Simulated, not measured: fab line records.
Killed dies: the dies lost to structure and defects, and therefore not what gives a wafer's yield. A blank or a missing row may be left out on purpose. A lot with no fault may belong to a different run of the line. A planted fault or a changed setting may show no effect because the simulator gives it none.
Which tool did it? ; flow nand harc ; 24 lots with 72 wafers sampled at 4 steps, on a route of 1302 steps

## WHAT EACH GAUGE READ, for each wafer
NHARC_P_M0_THK_MEAS_24: measures by xrf.
lot;measured;on;thk nm (nm)
L074;day 6 04:35;film metro-02;117.6 119.5 117.8
L075;day 6 12:33;film metro-02;117.0 119.1 119.0
L076;day 6 18:47;film metro-01;117.1 118.4 118.1
L077;day 7 04:52;film metro-01;118.1 116.0 118.8
L078;day 7 19:02;film metro-01;117.2 115.8 116.8
L079;day 8 02:59;film metro-01;117.1 119.8 118.9
L080;day 8 13:46;film metro-01;118.2 118.6 119.0
L081;day 9 04:43;film metro-02;117.1 116.2 115.5
L082;day 10 03:28;film metro-02;119.2 118.5 118.6
L083;day 10 03:46;film metro-02;117.8 116.8 116.5
L084;day 10 04:55;film metro-01;118.8 116.4 116.6
L085;day 10 19:31;film metro-01;118.5 120.0 118.4
L086;day 11 00:53;film metro-01;120.9 119.3 117.8
L087;day 11 19:53;film metro-01;114.6 117.3 117.6
L089;day 12 06:41;film metro-02;122.0 118.3 118.1
L088;day 12 09:22;film metro-01;119.4 117.8 117.6
L090;day 12 20:25;film metro-01;118.7 118.7 118.8
L091;day 13 04:55;film metro-01;115.5 118.6 116.0
L093;day 13 21:00;film metro-02;115.4 117.6 116.5
L092;day 13 21:22;film metro-01;114.5 116.9 116.0
L094;day 14 17:34;film metro-02;117.0 115.5 118.9
L095;day 15 04:01;film metro-02;116.1 115.7 117.8
L097;day 15 18:34;film metro-02;119.0 118.5 117.7
L096;day 15 19:18;film metro-02;116.9 117.5 117.1

NHARC_P_M2_INSPECT_11.
lot;measured;on;raw defect count
L074;day 6 13:01;defect inspect-02;3 8 2
L075;day 6 18:20;defect inspect-01;8 7 4
L076;day 7 00:36;defect inspect-01;1 6 6
L077;day 7 10:53;defect inspect-01;5 2 3
L078;day 8 00:46;defect inspect-02;5 4 7
L079;day 8 09:01;defect inspect-02;1 2 2
L080;day 8 19:29;defect inspect-01;5 3 3
L081;day 9 10:28;defect inspect-02;4 11 14
L082;day 10 09:05;defect inspect-01;5 3 3
L083;day 10 09:53;defect inspect-01;5 3 5
L084;day 10 10:46;defect inspect-02;4 3 0
L085;day 11 01:19;defect inspect-01;1 2 2
L086;day 11 06:36;defect inspect-02;1 5 5
L087;day 12 01:49;defect inspect-01;1 6 2
L089;day 12 12:26;defect inspect-02;5 6 5
L088;day 12 15:05;defect inspect-02;6 3 10
L090;day 13 02:09;defect inspect-02;5 4 7
L091;day 13 10:43;defect inspect-01;5 1 6
L093;day 14 02:44;defect inspect-01;4 5 4
L092;day 14 03:22;defect inspect-01;4 5 5
L094;day 14 23:08;defect inspect-02;8 6 6
L095;day 15 09:35;defect inspect-01;1 6 6
L097;day 16 00:16;defect inspect-02;2 6 5
L096;day 16 01:40;defect inspect-01;2 3 6

## EACH LOT AND THE TOOL THAT RAN IT (in order: tool; ch and the chambers of the sampled wafers; start)
lot;NHARC_P_M0_PRE_CLEAN_31;NHARC_P_M1_CMP_23
L074;pecvd-03 ch 0,2, day 6 06:57;cmp-04 ch 2,3, day 6 10:54
L075;pecvd-03 ch 0,1,2, day 6 12:47;cmp-04 ch 0,1,2, day 6 16:28
L076;pecvd-02 ch 0,1,2, day 6 19:01;cmp-02 ch 1,2,3, day 6 22:44
L077;pecvd-01 ch 0,1, day 7 05:05;cmp-04 ch 0,2,3, day 7 08:57
L078;pecvd-03 ch 0,1,2, day 7 19:16;cmp-02 ch 0,1,2, day 7 22:47
L079;pecvd-02 ch 0,2, day 8 03:12;cmp-04 ch 0,2,3, day 8 07:06
L080;pecvd-01 ch 0,1,2, day 8 14:00;cmp-04 ch 0,1,2, day 8 17:37
L081;pecvd-01 ch 0,2, day 9 04:58;cmp-02 ch 1,2, day 9 08:28
L082;pecvd-03 ch 0,1,2, day 10 03:43;cmp-02 ch 0,2,3, day 10 07:14
L083;pecvd-01 ch 0,1, day 10 03:59;cmp-01 ch 0,1,2, day 10 07:58
L084;pecvd-02 ch 1,2, day 10 05:08;cmp-04 ch 1,3, day 10 08:47
L085;pecvd-01 ch 0,2, day 10 19:46;cmp-04 ch 0,3, day 10 23:21
L086;pecvd-01 ch 0,2, day 11 01:09;cmp-01 ch 0,2,3, day 11 04:40
L087;pecvd-03 ch 0,1,2, day 11 20:07;cmp-01 ch 0,3, day 11 23:59
L089;pecvd-01 ch 0,1,2, day 12 06:56;cmp-02 ch 1,3, day 12 10:28
L088;pecvd-02 ch 1,2, day 12 09:35;cmp-01 ch 0,1,3, day 12 13:13
L090;pecvd-01 ch 0,1,2, day 12 20:38;cmp-01 ch 1,3, day 13 00:11
L091;pecvd-01 ch 0,1, day 13 05:12;cmp-01 ch 1,2,3, day 13 08:51
L093;pecvd-01 ch 0,1,2, day 13 21:15;cmp-02 ch 0,1,2, day 14 00:44
L092;pecvd-02 ch 0,1,2, day 13 21:37;cmp-01 ch 0,2,3, day 14 01:13
L094;pecvd-02 ch 0,1,2, day 14 17:47;cmp-01 ch 0,1, day 14 21:18
L095;pecvd-03 ch 0,2, day 15 04:14;cmp-02 ch 0,1,2, day 15 07:44
L097;pecvd-03 ch 1,2, day 15 18:49;cmp-01 ch 0,1,3, day 15 22:29
L096;pecvd-03 ch 0,2, day 15 19:31;cmp-04 ch 0,1,3, day 15 23:31
- NHARC_P_M0_PRE_CLEAN_31: time 12 s.
- NHARC_P_M1_CMP_23: polishes, t overpolish 20 s, target thk 157.82 nm.

## AS READ BY THE TOOLS THEMSELVES (means over the sampled wafers that have a number; for cases with no such wafer, the mark the record gives instead)
NHARC_P_M0_PRE_CLEAN_31.
lot;tool;heater power w (W);rf fwd power W (W)
L074;pecvd-03;722;293.0
L075;pecvd-03;710;293.4
L076;pecvd-02;598;293.1
L077;pecvd-01;550;292.9
L078;pecvd-03;692;291.8
L079;pecvd-02;705;292.2
L080;pecvd-01;589;292.8
L081;pecvd-01;572;292.9
L082;pecvd-03;687;291.9
L083;pecvd-01;623;291.9
L084;pecvd-02;568;293.8
L085;pecvd-01;604;292.4
L086;pecvd-01;593;291.5
L087;pecvd-03;688;291.0
L089;pecvd-01;633;292.1
L088;pecvd-02;566;293.0
L090;pecvd-01;628;292.3
L091;pecvd-01;685;292.1
L093;pecvd-01;628;292.2
L092;pecvd-02;633;291.6
L094;pecvd-02;651;292.2
L095;pecvd-03;677;292.6
L097;pecvd-03;667;291.3
L096;pecvd-03;680;293.1

NHARC_P_M1_CMP_23.
lot;tool;motor current A (A);retaining ring pressure frac;time to endpoint s (s)
L074;cmp-04;12.6;1.002;25.7
L075;cmp-04;11.3;0.999;27.3
L076;cmp-02;10.4;1.000;30.1
L077;cmp-04;11.5;0.998;27.2
L078;cmp-02;11.7;1.002;28.5
L079;cmp-04;11.9;1.004;24.1
L080;cmp-04;11.8;0.998;29.4
L081;cmp-02;11.0;0.998;29.7
L082;cmp-02;11.6;1.000;29.3
L083;cmp-01;11.7;1.001;27.3
L084;cmp-04;11.0;0.999;28.5
L085;cmp-04;11.4;1.006;29.3
L086;cmp-01;11.8;0.997;27.9
L087;cmp-01;12.2;1.003;28.4
L089;cmp-02;10.4;0.998;31.7
L088;cmp-01;12.1;0.998;31.1
L090;cmp-01;11.9;1.003;25.9
L091;cmp-01;12.1;1.005;26.9
L093;cmp-02;11.7;0.997;26.4
L092;cmp-01;12.2;0.999;25.0
L094;cmp-01;12.0;1.002;29.5
L095;cmp-02;11.4;0.998;25.5
L097;cmp-01;11.9;1.003;28.2
L096;cmp-04;10.6;1.003;27.9

## THE ANSWER, worked out from the rows above alone
Rule: the usual values come from the lots themselves. The widest of any qualifying gaps counts: lots, ordered by their means at a reading, are off when they make up no more than a third of the lots, leave a main group of 4 or more, and stand apart from it by 3 or more times the standard deviation of that group's means. Not used: any main group whose means are identical at the precision the tables above print for the reading. A lot without any number at a reading at which 4 lots or more have one is off too. All remaining lots with rows at the step are treated as sound. After the gauges, taken in route order, come the tools' own readings; for these a lot's mean is taken, as printed above. At the first step where some lot is off, the reading lying furthest off is the one used; lots without a number count as furthest.
No lot is off at any reading shown: from this, nothing can be told.

## WHAT WAS PUT IN BY THE SIMULATOR
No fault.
